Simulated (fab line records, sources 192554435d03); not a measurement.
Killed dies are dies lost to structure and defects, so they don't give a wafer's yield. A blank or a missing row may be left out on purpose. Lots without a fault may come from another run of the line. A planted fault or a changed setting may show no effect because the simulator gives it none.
A struck lot beside a sound one | flow n5_finfet | 38 steps out of a route of 1938
Sound: wafers L523.1, L523.4, L523.6. Struck: wafer L530.6. (L530.1 of the same lot was not struck and is left out.) The cause comes at the end.
At each step with rows: each side's tool, then ch and its chambers, then its first start. Under that, the readings that differ: sound wafers | struck wafers | difference of the means | sigmas: that difference in standard deviations of wafers without a fault.
alike: readings whose means differ by less than 2 such deviations, and words and numbers that are the same on both sides. not compared: withheld readings, readings that some wafer has no value for, bounds like >300 that may hide the same value, and numbers for which the record gives no deviation and whose values overlap.
The two part at a step that has a row with sigmas, a row that says differs or no value, or rows on one side only. Numbers that don't overlap but have no deviation are shown without sigmas and don't part them. A reading that every wafer of one side lacks parts them only if that side has two wafers or more.

first, 9 steps without rows for these wafers: N5_BEOL_M4_ANNEAL_95 (time 240 s); N5_BEOL_M4_SPUTTER_96 (material Cu, target thk 4.5 nm, time 8.29 s); N5_BEOL_M4_ECD_50 (material Cu, target thk 300 nm); N5_BEOL_M4_ANNEAL_51 (time 90 s); N5_BEOL_M4_CMP_52 (polishes, stops on SiOC, t overpolish 6.8 s, target thk 40 nm); N5_BEOL_M4_PRE_CLEAN_60 (time 15 s); N5_BEOL_M4_CO_CAP_55 (material Co, precursor CCTBA/H2, target thk 2 nm, time 102.1 s); N5_BEOL_M4_PRE_CLEAN_56 (time 15 s); N5_BEOL_M4_DEP_57 (deposits SiCN from 3MS/NH3, target thk 8 nm, time 14 s).
N5_BEOL_M4_RC_MEAS_101:
  sound on prober-01 ch 0, day 17 03:32; struck on prober-01 ch 0, day 18 01:56
  reading        | sound          | struck | difference | sigmas
  IOFF_P (nA/um) | 0.17 0.20 0.19 | 0.12   | -0.07      | -2
  VT_P (mV)      | -251 -251 -250 | -261   | -10        | -3
  alike: DIBL_N, DIBL_P, IOFF_N, ION_N, ION_P, SS_N, SS_P, VT_N
then, 24 steps without rows for these wafers: N5_BEOL_M5_ILD_DEP_00 (deposits SiCOH lowk from DEMS/porogen, target thk 140.64 nm, time 25.9 s); N5_BEOL_M5_CURE_79 (cures SiCOH lowk, time 240 s); N5_BEOL_M5_PECVD_70 (deposits SiO2 from TEOS/O2, target thk 16 nm, time 18 s); N5_BEOL_M5_HM_DEP_02 (deposits TiN, target thk 20 nm); N5_BEOL_M5_COAT_59 (time 60 s, resist thk 60 nm); N5_BEOL_M5_COAT_60 (time 60 s, resist thk 12 nm); N5_BEOL_M5_COAT_71 (time 60 s, resist thk 5 nm); N5_BEOL_M5_COAT_05 (resist thk 30 nm); N5_BEOL_M5_EBR_07; N5_BEOL_M5_SOFTBAKE_06 (time 60 s); N5_BEOL_M5_EXPOSE_08 (exposes mask M5, target cd 28 nm); N5_BEOL_M5_PEB_09 (peb time 60 s); N5_BEOL_M5_DEVELOP_10 (develop time 30 s); N5_BEOL_M5_DESCUM_16 (chemistry O2, time 7 s); N5_BEOL_M5_ETCH_72 (etches underlayer in N2/H2, target depth 6.5 nm, time 5.2 s); N5_BEOL_M5_ETCH_61 (etches SiARC in CF4, target depth 15.6 nm, time 26 s); N5_BEOL_M5_ETCH_62 (etches SOC in N2/H2, target depth 75 nm, overetch 15 nm, time 112.5 s); N5_BEOL_M5_STRIP_63 (strips in N2/H2); N5_BEOL_M5_STRIP_73 (strips in N2/H2); N5_BEOL_M5_STRIP_64 (strips in CF4); N5_BEOL_M5_HM_OPEN_17 (chemistry Cl2/BCl3, target TiN, target depth 20 nm, overetch 6 nm); N5_BEOL_M5_STRIP_19 (strips in O2); N5_BEOL_M5_COAT_65 (time 60 s, resist thk 60 nm); N5_BEOL_M5_COAT_66 (time 60 s, resist thk 12 nm).
-- the record jumps here: 3 days lie between the struck wafers' starts before and after (it left off in module BEOL_M5 and takes up again in module BEOL_M12, whose first step shown is number 1628 of the route) --
N5_BEOL_M12_EXPOSE_25: exposes mask M12.
  sound on krf_scanner-02 ch 0, day 20 09:46; struck on krf_scanner-02 ch 0, day 21 01:05
  alike: mask, stage_vel_mm_s
N5_BEOL_M12_CD_MEAS_28: target cd 160.2 nm.
  sound on cd_sem-01 ch 0, day 20 09:56; struck on cd_sem-03 ch 0, day 21 01:16
  reading    | sound             | struck | difference | sigmas
  cd_nm (nm) | 159.3 162.4 160.7 | 181.3  | +20.5      | +14
N5_BEOL_M15_RC_MEAS_101:
  sound on prober-01 ch 0, day 21 12:37; struck on prober-02 ch 0, day 22 14:52
  reading                    | sound                      | struck   | difference | sigmas
  COMB_M10 (S/m)             | 1.22e-11 1.34e-11 1.27e-11 | 2.04e-11 | +7.63e-12  | +3
  SERP_M12 (ohm/um)          | 0.665 0.622 0.619          | 0.515    | -0.120     | -5
  SERP_M12_max_site (ohm/um) | 0.684 0.631 0.638          | 0.527    | -0.124     | -6
  SERP_M7 (ohm/um)           | 14.5 14.7 14.8             | 12.9     | -1.8       | -3
  alike: COMB_M11, COMB_M12, COMB_M13, COMB_M14, COMB_M15, COMB_M5, COMB_M6, COMB_M6_max_site, COMB_M7, COMB_M8, COMB_M9, COMB_M9_max_site, SERP_M10, SERP_M11, SERP_M11_max_site, SERP_M13, SERP_M14, SERP_M5, SERP_M6, SERP_M6_max_site, SERP_M8, SERP_M9
N5_PASSIVATION_PROBE_49:
  sound on prober-02, day 22 03:15; struck on prober-02, day 23 08:11
  reading                  | sound          | struck | difference | sigmas
  defect_limited_yield (%) | 91.9 91.0 92.5 | 85.3   | -6.5       | -4
  killed_at_M4_up          | 15 20 15       | 87     | +70        | +13
  killed_dies              | 96 106 88      | 173    | +76        | +4
  killed_on_rim            | 12 15 10       | 49     | +37        | +10
  sort_n_pass              | 1084 1074 1092 | 1007   | -76        | -4
  sort_yield_pct (%)       | 91.9 91.0 92.5 | 85.3   | -6.5       | -4
  alike: killed_at_M0_to_M3, killed_at_contacts, killed_at_front_end, killed_at_other, killed_open, killed_short, sort_bin_5_function, sort_bin_6_memory, sort_bin_8_speed

WHERE THEY PART
First at N5_BEOL_M4_RC_MEAS_101; last, within this record, at N5_PASSIVATION_PROBE_49.

WHY: what the simulator had put in
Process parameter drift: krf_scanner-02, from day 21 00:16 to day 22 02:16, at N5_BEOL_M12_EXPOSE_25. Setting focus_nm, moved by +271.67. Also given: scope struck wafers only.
